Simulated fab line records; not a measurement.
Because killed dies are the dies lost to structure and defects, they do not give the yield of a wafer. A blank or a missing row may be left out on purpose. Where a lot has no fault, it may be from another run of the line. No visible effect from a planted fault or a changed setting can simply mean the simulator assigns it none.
fab line records	flow nand-harc	part 1 of 2: steps 1 to 4 of 6
[record] lots = 21	wafers = 63	last-day = 24
route steps=1159 shown A_STAIRCASE@623
lots untouched by any fault: they come from a run of this same line in which no faults occurred
start-h: start of the lot's first displayed wafer, in hours after the record's first day	wait-h: hours elapsed since this lot's preceding step	" as in the row above	L1.1+2: several wafers, shown together as one row	- either no value or no given start	* or withheld: withheld	< > ~ a bound
route shown NAME@n: NAME is a module with steps in the file, n the number in the route of the first one	usual: mean and standard deviation over wafers with no fault	same: alike in all rows	chamber/n: place in a boat	sites: each site's reading	_std_site: standard deviation of those values	_edge_site: the outer-site mean with the inner-site mean subtracted	radius-mm: how far each site lies from the wafer's centre	mask NAME#n: copy n	behind: the last tool/chamber to shape the wafer	hold: cause of the lot's hold/its duration in hours/its outcome	device: the transistor (n, p or np) that didn't switch	end of line: tests run on the same wafers once the route is complete	a step with no rows: only its recipe	killed: at the first sort, the dies lost to defects and structure; wafer yield is something else	map: a wafer's dies, marking killed ones x, the rest . and places with no die _
set.NAME: the setting the step ran with; set.NAME@STEP: the setting that earlier step ran with	model.NAME: the simulator's own value behind a step, which no gauge read
steps of the route over a sample of lots; a table a step, a row a wafer
services: from which hour (start-h, from the record's first day; less than 0 if before it) a tool's chamber was out of use, for how many hours, and why
[[steps]]
[step NHARC_A_STAIRCASE_TRIM_229]
[recipe] time-s = 211.2	o2-flow-sccm = 500	ar-flow-sccm = 0	bias-w = 0	chemistry = O2
[usual] drypump-motor-current-A = 5.8/0.49	oes-product-au = 0.997/0.01	rf-vpp-V = 57.7/0.85	showerhead-plenum-p-Torr = 3.54/0.12	throttle-valve-pct = 17.036/0.0095
lot.wafer	tool	chamber	start-h	wait-h	drypump-motor-current-A	oes-product-au	rf-hours-counter-h	rf-vpp-V	showerhead-plenum-p-Torr	throttle-valve-pct
L075.1	rie-diel-06	3	251.34	0.1	6.1	1.004	0	58.2	3.68	17.020
L075.2	"	0	"	"	5.2	1.003	0	57.3	3.48	17.045
L075.6	"	0	"	"	5.2	0.984	-	57.0	3.48	17.046
L076.1	rie-diel-06	2	259.07	0.1	6.2	1.006	3	57.0	3.61	17.037
L076.4	"	1	"	"	5.9	0.991	3	57.9	3.65	17.031
L076.5	"	2	"	"	6.1	1.006	-	57.7	3.61	17.041
L078.1	rie-diel-12	1	266.52	0.1	6.0	0.980	23	58.1	3.66	17.044
L078.2	"	0	"	"	5.9	0.979	19	58.1	3.52	17.033
L078.5	"	1	"	"	6.0	0.981	-	57.1	3.66	17.030
L077.4	rie-diel-06	3	266.73	0.1	6.1	0.991	6	57.4	3.68	17.036
L077.3	"	2	"	"	6.2	1.022	7	58.3	3.61	17.036
L077.5	"	0	"	"	5.3	0.999	-	56.8	3.47	17.037
L080.4	rie-diel-08	2	272.56	0.1	5.8	1.019	48	55.7	3.32	17.044
L080.1	"	3	"	"	5.2	1.000	57	57.0	3.46	17.022
L080.6	"	2	"	"	5.8	1.014	-	58.0	3.32	17.029
L079.3	rie-diel-08	3	274.07	0.1	5.2	0.980	58	57.1	3.46	17.049
L079.5	"	1	"	"	6.6	0.993	-	58.5	3.70	17.044
L079.6	"	2	"	"	5.9	0.999	-	57.0	3.32	17.026
L082.1	rie-diel-08	3	285.22	0.1	5.2	0.987	60	59.1	3.46	17.054
L082.3	"	0	"	"	5.8	1.003	47	56.7	3.41	17.036
L082.5	"	2	"	"	5.8	1.022	-	57.6	3.32	17.035
L083.2	rie-diel-06	2	286.91	0.1	6.1	1.005	15	58.2	3.60	17.027
L083.6	"	2	"	"	6.2	1.015	-	56.5	3.60	17.047
L083.5	"	3	"	"	6.1	1.004	-	58.1	3.67	17.057
L081.1	rie-diel-06	1	295.16	0.1	5.9	0.998	16	57.3	3.64	17.043
L081.2	"	0	"	"	5.3	0.998	16	56.7	3.47	17.034
L081.5	"	2	"	"	6.2	0.998	-	56.7	3.60	17.030
L085.1	rie-diel-12	2	307.43	0.2	5.5	1.001	40	57.3	3.52	17.028
L085.6	"	3	"	"	4.7	0.996	-	57.5	3.43	17.032
L085.5	"	0	"	"	5.8	0.976	-	59.0	3.51	17.033
L084.1	rie-diel-12	1	308.29	0.1	6.0	0.987	38	56.8	3.65	17.034
L084.4	"	2	"	"	5.5	1.003	40	58.8	3.52	17.037
L084.5	"	0	"	"	5.8	0.982	-	57.9	3.51	17.046
L086.1	rie-diel-08	0	322.70	0.1	5.8	0.999	4	56.6	3.40	17.036
L086.2	"	1	"	"	6.6	0.991	4	57.9	3.69	17.027
L086.4	"	3	"	"	5.2	0.992	5	56.3	3.46	17.033
L087.1	rie-diel-08	2	323.08	0.1	5.8	1.007	6	57.1	3.31	17.038
L087.3	"	3	"	"	5.2	1.000	5	57.0	3.46	17.037
L087.5	"	1	"	"	6.6	0.990	-	58.5	3.69	17.045
L088.2	rie-diel-12	1	327.41	0.1	6.0	0.979	46	58.0	3.64	17.032
L088.4	"	2	"	"	5.4	1.008	47	57.9	3.52	17.036
L088.6	"	3	"	"	4.7	0.994	-	56.6	3.42	17.009
L089.4	rie-diel-06	2	335.41	0.1	6.1	0.999	32	58.0	3.59	17.035
L089.5	"	1	"	"	5.9	0.996	-	58.7	3.64	17.021
L089.6	"	2	"	"	6.1	1.007	-	57.7	3.59	17.033
L091.3	rie-diel-08	0	347.39	0.1	5.8	1.006	12	56.6	3.40	17.040
L091.1	"	1	"	"	6.6	1.003	12	58.2	3.69	17.015
L091.6	"	2	"	"	5.8	1.001	-	57.1	3.31	17.028
L093.3	rie-diel-08	1	351.14	0.1	6.6	0.991	13	58.8	3.69	17.019
L093.2	"	2	"	"	5.8	1.008	16	56.9	3.31	17.042
L093.1	"	3	"	"	5.2	1.007	16	57.5	3.45	17.041
L092.3	rie-diel-06	3	351.93	0.1	6.1	0.995	36	56.6	3.66	17.035
L092.1	"	0	"	"	5.2	0.991	38	56.9	3.46	17.041
L092.5	"	3	"	"	6.2	1.006	-	57.4	3.66	17.040
L095.3	rie-diel-12	2	362.05	0.1	5.5	1.007	58	57.5	3.51	17.043
L095.5	"	3	"	"	4.7	0.997	-	57.7	3.42	17.044
L095.6	"	0	"	"	5.9	0.987	-	59.7	3.50	17.060
L097.1	rie-diel-06	1	378.01	0.1	5.8	0.984	47	57.4	3.63	17.049
L097.2	"	0	"	"	5.3	0.997	46	57.9	3.45	17.035
L097.6	"	2	"	"	6.1	1.007	-	57.7	3.58	17.033
L096.4	rie-diel-08	1	386.48	0.1	6.6	0.998	26	57.8	3.68	17.035
L096.1	"	2	"	"	5.8	1.002	30	58.9	3.30	17.039
L096.6	"	0	"	"	5.8	1.007	-	59.0	3.39	17.047
[step NHARC_A_STAIRCASE_TRIM_233]
[recipe] time-s = 211.2	o2-flow-sccm = 500	ar-flow-sccm = 0	bias-w = 0	chemistry = O2
[usual] drypump-motor-current-A = 5.7/0.49	oes-product-au = 0.997/0.01	rf-vpp-V = 57.7/0.81	showerhead-plenum-p-Torr = 3.53/0.12	throttle-valve-pct = 17.037/0.0095
lot.wafer	tool	chamber	start-h	wait-h	drypump-motor-current-A	oes-product-au	rf-hours-counter-h	rf-vpp-V	showerhead-plenum-p-Torr	throttle-valve-pct
L075.2	rie-diel-06	0	-	-	5.2	1.002	1	55.4	3.48	17.037
L075.1	"	2	"	"	6.1	1.016	1	56.6	3.61	17.047
L075.6	"	3	"	"	6.1	1.008	-	58.4	3.68	17.046
L076.1	rie-diel-06	1	-	-	5.8	0.992	3	58.0	3.65	17.044
L076.4	"	2	"	"	6.1	1.002	3	58.0	3.61	17.047
L076.5	"	0	"	"	5.2	0.987	-	57.2	3.47	17.027
L078.1	rie-diel-12	1	-	-	6.0	0.995	23	56.2	3.66	17.025
L078.2	"	2	"	"	5.5	0.994	25	57.3	3.53	17.039
L078.5	"	3	"	"	4.7	0.997	-	56.5	3.44	17.041
L077.3	rie-diel-06	1	-	-	5.8	0.991	7	57.2	3.65	17.037
L077.4	"	2	"	"	6.2	1.017	7	57.5	3.61	17.044
L077.5	"	2	"	"	6.2	1.014	-	58.8	3.61	17.036
L080.1	rie-diel-08	3	-	-	5.2	0.992	57	58.2	3.46	17.033
L080.4	"	0	"	"	5.8	1.009	45	57.4	3.41	17.041
L080.6	"	2	"	"	5.8	1.013	-	57.6	3.32	17.028
L079.3	rie-diel-08	1	-	-	6.6	1.008	56	59.0	3.70	17.029
L079.5	"	2	"	"	5.8	1.022	-	56.7	3.32	17.036
L079.6	"	3	"	"	5.2	1.003	-	57.7	3.46	17.042
L082.3	rie-diel-08	2	-	-	5.8	1.009	51	57.7	3.32	17.027
L082.1	"	3	"	"	5.2	0.995	60	56.2	3.46	17.039
L082.5	"	0	"	"	5.8	1.004	-	58.0	3.41	17.041
L083.2	rie-diel-06	2	-	-	6.2	1.006	15	58.5	3.60	17.053
L083.5	"	3	"	"	6.1	1.003	-	59.6	3.67	17.056
L083.6	"	0	"	"	5.2	0.985	-	56.9	3.47	17.046
L081.2	rie-diel-06	3	-	-	6.1	1.002	17	58.0	3.67	17.038
L081.1	"	0	"	"	5.2	0.994	16	58.1	3.47	17.023
L081.5	"	1	"	"	5.9	0.996	-	57.0	3.65	17.033
L085.1	rie-diel-12	2	-	-	5.5	1.006	40	58.8	3.52	17.048
L085.5	"	3	"	"	4.7	0.996	-	57.6	3.43	17.031
L085.6	"	0	"	"	5.9	0.999	-	57.6	3.51	17.059
L084.1	rie-diel-12	0	-	-	5.8	0.982	35	56.7	3.51	17.029
L084.4	"	1	"	"	6.0	0.980	38	57.8	3.65	17.033
L084.5	"	0	"	"	5.8	0.984	-	57.5	3.51	17.033
L086.4	rie-diel-08	3	-	-	5.2	1.000	6	56.7	3.46	17.049
L086.1	"	1	"	"	6.6	0.985	4	58.4	3.69	17.033
L086.2	"	2	"	"	5.8	1.010	6	56.5	3.31	17.034
L087.1	rie-diel-08	1	-	-	6.6	0.991	5	57.7	3.69	17.052
L087.3	"	2	"	"	5.8	1.003	6	57.6	3.31	17.033
L087.5	"	3	"	"	5.1	0.984	-	58.0	3.46	17.029
L088.4	rie-diel-12	2	-	-	5.5	0.993	49	58.7	3.51	17.041
L088.2	"	1	"	"	6.0	0.982	48	57.6	3.64	17.018
L088.6	"	3	"	"	4.7	0.995	-	57.2	3.42	17.033
L089.4	rie-diel-06	1	-	-	5.9	0.998	31	57.2	3.64	17.026
L089.5	"	1	"	"	5.9	0.989	-	58.3	3.64	17.033
L089.6	"	2	"	"	6.1	1.010	-	58.8	3.59	17.039
L091.1	rie-diel-08	3	-	-	5.2	0.988	15	57.1	3.45	17.043
L091.3	"	1	"	"	6.6	0.996	13	57.8	3.69	17.041
L091.6	"	0	"	"	5.8	0.994	-	56.8	3.40	17.031
L093.3	rie-diel-08	3	-	-	5.2	0.993	16	56.5	3.45	17.033
L093.2	"	0	"	"	5.8	0.989	14	59.1	3.40	17.056
L093.1	"	1	"	"	6.6	0.997	14	58.4	3.69	17.042
L092.3	rie-diel-06	0	-	-	5.2	0.995	38	57.5	3.46	17.051
L092.1	"	2	"	"	6.2	1.005	40	58.0	3.59	17.036
L092.5	"	1	"	"	5.8	0.999	-	57.9	3.63	17.048
L095.3	rie-diel-12	1	-	-	6.0	0.981	56	58.8	3.64	17.026
L095.6	"	1	"	"	6.0	0.986	-	59.0	3.64	17.036
L095.5	"	2	"	"	5.4	1.021	-	58.7	3.51	17.046
L097.1	rie-diel-06	0	-	-	5.2	0.997	46	57.3	3.45	17.042
L097.2	"	2	"	"	6.1	1.003	49	58.2	3.58	17.004
L097.6	"	3	"	"	6.1	0.996	-	58.1	3.66	17.043
L096.4	rie-diel-08	3	-	-	5.2	0.999	31	56.9	3.44	17.046
L096.1	"	1	"	"	6.6	0.999	27	58.5	3.68	17.037
L096.6	"	3	"	"	5.2	0.998	-	57.8	3.44	17.045
[step NHARC_A_STAIRCASE_ETCH_452]
[recipe] target-depth-a = 300	overetch-a = 30	time-s = 16.5	ion-energy-ev = 100	cf4-flow-sccm = 80	o2-flow-sccm = 20	ar-flow-sccm = 0	rf-w = 300	bias-w = 100	chemistry = CF4/O2
[usual] drypump-motor-current-A = 5.7/0.5	oes-product-au = 0.997/0.01	rf-vpp-V = 197.6/1.4	showerhead-plenum-p-Torr = 1.33/0.048	throttle-valve-pct = 13.397/0.0092
lot.wafer	tool	chamber	start-h	wait-h	drypump-motor-current-A	oes-product-au	rf-hours-counter-h	rf-vpp-V	showerhead-plenum-p-Torr	throttle-valve-pct
L075.1	rie-diel-12	2	-	-	5.4	0.994	20	196.6	1.34	13.395
L075.2	"	3	"	"	4.7	0.990	21	198.0	1.30	13.400
L075.6	"	1	"	"	6.0	0.981	-	198.9	1.39	13.372
L076.4	rie-diel-08	0	-	-	5.7	0.983	42	195.5	1.29	13.403
L076.1	"	1	"	"	6.6	0.986	53	199.7	1.40	13.399
L076.5	"	3	"	"	5.2	0.992	-	197.1	1.31	13.380
L078.1	rie-diel-12	1	-	-	6.0	0.985	25	197.9	1.39	13.414
L078.2	"	3	"	"	4.7	1.006	27	196.7	1.30	13.398
L078.5	"	1	"	"	6.0	0.981	-	199.6	1.39	13.404
L077.4	rie-diel-06	3	-	-	6.1	1.005	8	198.8	1.39	13.391
L077.3	"	1	"	"	5.8	0.990	9	198.6	1.38	13.398
L077.5	"	0	"	"	5.2	1.000	-	197.3	1.31	13.395
L080.4	rie-diel-06	0	-	-	5.2	1.003	11	196.1	1.31	13.389
L080.1	"	1	"	"	5.8	0.989	12	198.8	1.38	13.389
L080.6	"	2	"	"	6.1	1.012	-	196.7	1.36	13.382
L079.3	rie-diel-12	3	-	-	4.7	1.018	32	197.2	1.30	13.389
L079.5	"	0	"	"	5.8	0.983	-	199.6	1.33	13.397
L079.6	"	1	"	"	6.0	0.989	-	197.2	1.39	13.392
L082.1	rie-diel-06	1	-	-	5.9	0.987	16	197.3	1.38	13.407
L082.3	"	0	"	"	5.2	0.990	15	197.2	1.31	13.385
L082.5	"	1	"	"	5.9	0.986	-	199.0	1.38	13.383
L083.2	rie-diel-08	3	-	-	5.2	0.999	63	198.5	1.31	13.397
L083.5	"	2	"	"	5.8	1.017	-	197.0	1.25	13.395
L083.6	"	3	"	"	5.1	1.001	-	196.7	1.31	13.393
L081.2	rie-diel-12	3	-	-	4.7	0.987	37	198.6	1.30	13.398
L081.1	"	1	"	"	6.0	0.979	35	198.7	1.38	13.392
L081.5	"	2	"	"	5.5	1.013	-	198.3	1.33	13.404
L085.1	rie-diel-06	2	-	-	6.1	1.000	25	199.6	1.36	13.390
L085.6	"	2	"	"	6.1	0.997	-	197.8	1.36	13.414
L085.5	"	3	"	"	6.1	1.009	-	197.6	1.39	13.405
L084.4	rie-diel-08	2	-	-	5.8	1.003	1	196.0	1.25	13.420
L084.1	"	3	"	"	5.2	1.009	1	198.4	1.31	13.403
L084.5	"	3	"	"	5.2	1.009	-	196.2	1.31	13.398
L086.1	rie-diel-08	2	-	-	5.8	1.006	8	194.1	1.25	13.386
L086.2	"	3	"	"	5.2	0.998	7	195.6	1.31	13.403
L086.4	"	1	"	"	6.6	0.988	6	198.5	1.40	13.391
L087.1	rie-diel-08	0	-	-	5.7	1.001	6	196.3	1.28	13.399
L087.3	"	2	"	"	5.8	1.002	8	195.9	1.25	13.393
L087.5	"	0	"	"	5.8	1.001	-	196.4	1.29	13.397
L088.2	rie-diel-08	1	-	-	6.5	0.993	8	199.1	1.40	13.405
L088.4	"	2	"	"	5.8	0.993	10	196.0	1.25	13.401
L088.6	"	1	"	"	6.5	0.987	-	199.2	1.40	13.392
L089.4	rie-diel-06	3	-	-	6.1	1.004	34	200.6	1.39	13.395
L089.6	"	3	"	"	6.1	1.002	-	198.4	1.39	13.395
L089.5	"	0	"	"	5.2	1.003	-	197.2	1.31	13.405
L091.1	rie-diel-08	2	-	-	5.8	1.012	18	195.6	1.25	13.413
L091.3	"	3	"	"	5.1	1.000	19	196.4	1.30	13.407
L091.6	"	2	"	"	5.8	1.007	-	195.1	1.25	13.403
L093.3	rie-diel-12	3	-	-	4.7	0.990	56	197.3	1.29	13.400
L093.1	"	0	"	"	5.8	0.983	50	197.7	1.33	13.393
L093.2	"	1	"	"	6.0	0.976	55	199.1	1.38	13.387
L092.3	rie-diel-12	3	-	-	4.7	1.008	56	197.2	1.29	13.399
L092.1	"	0	"	"	5.8	0.994	51	197.8	1.33	13.397
L092.5	"	0	"	"	5.8	0.990	-	198.4	1.33	13.398
L095.3	rie-diel-12	2	-	-	5.4	1.017	60	196.9	1.33	13.379
L095.6	"	2	"	"	5.5	1.007	-	197.1	1.33	13.392
L095.5	"	3	"	"	4.7	0.989	-	195.1	1.29	13.386
L097.2	rie-diel-08	2	-	-	5.8	1.014	30	196.1	1.24	13.396
L097.1	"	3	"	"	5.2	1.000	30	196.5	1.30	13.392
L097.6	"	2	"	"	5.8	1.009	-	196.2	1.24	13.407
L096.1	rie-diel-12	2	-	-	5.4	1.001	2	198.6	1.33	13.416
L096.4	"	1	"	"	6.0	0.971	2	199.1	1.38	13.410
L096.6	"	3	"	"	4.7	1.004	-	198.1	1.29	13.398
[step NHARC_A_STAIRCASE_STRIP_316]
[recipe] o2-flow-sccm = 500	ar-flow-sccm = 0	bias-w = 0	chemistry = O2
[usual] drypump-motor-current-A = 5.7/0.49	oes-product-au = 0.997/0.01	rf-vpp-V = 57.8/0.84	showerhead-plenum-p-Torr = 3.51/0.12	throttle-valve-pct = 17.037/0.009
lot.wafer	tool	chamber	start-h	wait-h	drypump-motor-current-A	oes-product-au	rf-hours-counter-h	rf-vpp-V	showerhead-plenum-p-Torr	throttle-valve-pct
L075.1	rie-diel-06	0	-	-	5.3	0.995	6	58.7	3.47	17.041
L075.2	"	2	"	"	6.1	1.012	7	57.1	3.61	17.034
L075.6	"	0	"	"	5.3	0.998	-	57.7	3.47	17.029
L076.1	rie-diel-08	2	-	-	5.8	1.011	48	57.0	3.32	17.039
L076.4	"	0	"	"	5.8	1.007	45	57.4	3.41	17.044
L076.5	"	3	"	"	5.2	0.987	-	58.3	3.46	17.035
L077.3	rie-diel-08	1	-	-	6.6	1.003	58	58.4	3.70	17.026
L077.4	"	3	"	"	5.2	0.996	-	59.1	3.46	17.025
L077.5	"	2	"	"	5.8	1.024	-	58.3	3.32	17.040
L078.2	rie-diel-12	0	-	-	5.9	0.988	25	59.0	3.52	17.038
L078.1	"	3	"	"	4.7	1.011	32	58.6	3.43	17.038
L078.5	"	0	"	"	5.8	0.990	-	57.2	3.52	17.042
L080.4	rie-diel-12	3	-	-	4.7	0.999	34	56.4	3.43	17.033
L080.1	"	0	"	"	5.9	0.987	27	58.8	3.52	17.029
L080.6	"	2	"	"	5.4	1.004	-	56.4	3.52	17.053
L079.3	rie-diel-08	2	-	-	5.8	1.001	52	58.8	3.32	17.036
L079.5	"	2	"	"	5.8	1.016	-	56.4	3.32	17.034
L079.6	"	3	"	"	5.2	0.991	-	57.0	3.46	17.046
L082.3	rie-diel-06	0	-	-	5.2	0.993	17	57.0	3.47	17.047
L082.1	"	2	"	"	6.1	0.997	18	58.8	3.60	17.028
L082.5	"	0	"	"	5.2	0.985	-	57.2	3.47	17.035
L083.2	rie-diel-12	2	-	-	5.4	0.996	36	58.1	3.52	17.030
L083.5	"	2	"	"	5.4	0.997	-	58.8	3.52	17.034
L083.6	"	3	"	"	4.7	0.996	-	56.4	3.43	17.044
L081.1	rie-diel-06	2	-	-	6.2	1.002	24	58.4	3.60	17.029
L081.2	"	0	"	"	5.3	0.985	24	56.9	3.46	17.025
L081.5	"	3	"	"	6.1	1.007	-	58.2	3.67	17.044
L085.1	rie-diel-08	0	-	-	5.8	0.998	4	56.5	3.40	17.043
L085.6	"	0	"	"	5.8	1.003	-	57.9	3.40	17.032
L085.5	"	1	"	"	6.6	0.992	-	57.3	3.69	17.041
L084.1	rie-diel-12	2	-	-	5.4	1.008	47	57.0	3.52	17.025
L084.4	"	0	"	"	5.9	0.990	40	57.4	3.51	17.057
L084.5	"	3	"	"	4.7	0.984	-	56.9	3.42	17.041
L086.4	rie-diel-08	2	-	-	5.8	1.005	9	57.4	3.31	17.030
L086.2	"	3	"	"	5.2	0.999	9	59.1	3.46	17.043
L086.1	"	0	"	"	5.8	1.000	7	56.7	3.40	17.048
L087.1	rie-diel-06	3	-	-	6.2	0.988	31	58.9	3.66	17.035
L087.3	"	1	"	"	5.9	0.981	32	59.0	3.64	17.036
L087.5	"	3	"	"	6.2	0.993	-	57.6	3.66	17.042
L088.4	rie-diel-12	0	-	-	5.9	0.986	46	58.2	3.51	17.020
L088.2	"	3	"	"	4.7	0.991	51	56.3	3.42	17.032
L088.6	"	0	"	"	5.8	0.986	-	57.9	3.51	17.032
L089.4	rie-diel-12	3	-	-	4.7	0.990	54	57.5	3.42	17.024
L089.6	"	2	"	"	5.5	1.020	-	58.5	3.51	17.032
L089.5	"	3	"	"	4.7	0.990	-	58.2	3.42	17.032
L091.3	rie-diel-08	3	-	-	5.2	0.986	21	57.8	3.45	17.037
L091.1	"	1	"	"	6.6	1.005	18	57.6	3.68	17.027
L091.6	"	3	"	"	5.2	0.999	-	58.8	3.45	17.037
L093.3	rie-diel-12	2	-	-	5.5	1.010	59	58.0	3.51	17.043
L093.1	"	3	"	"	4.7	0.993	59	58.2	3.42	17.030
L093.2	"	0	"	"	5.9	0.989	53	58.2	3.50	17.047
L092.1	rie-diel-12	1	-	-	6.0	0.973	58	58.8	3.64	17.057
L092.3	"	0	"	"	5.8	0.981	53	59.1	3.50	17.054
L092.5	"	1	"	"	6.0	0.974	-	58.4	3.64	17.033
L095.3	rie-diel-08	0	-	-	5.8	1.000	22	55.9	3.39	17.042
L095.6	"	2	"	"	5.8	1.003	-	57.1	3.30	17.052
L095.5	"	3	"	"	5.2	0.983	-	56.2	3.45	17.038
L097.2	rie-diel-08	0	-	-	5.8	1.010	29	56.9	3.39	17.039
L097.1	"	1	"	"	6.6	1.000	29	57.9	3.68	17.035
L097.6	"	1	"	"	6.6	1.005	-	57.4	3.68	17.036
L096.1	rie-diel-06	3	-	-	6.1	0.998	55	58.3	3.65	17.028
L096.4	"	1	"	"	5.9	0.987	57	58.2	3.62	17.025
L096.6	"	3	"	"	6.1	0.994	-	58.3	3.65	17.042
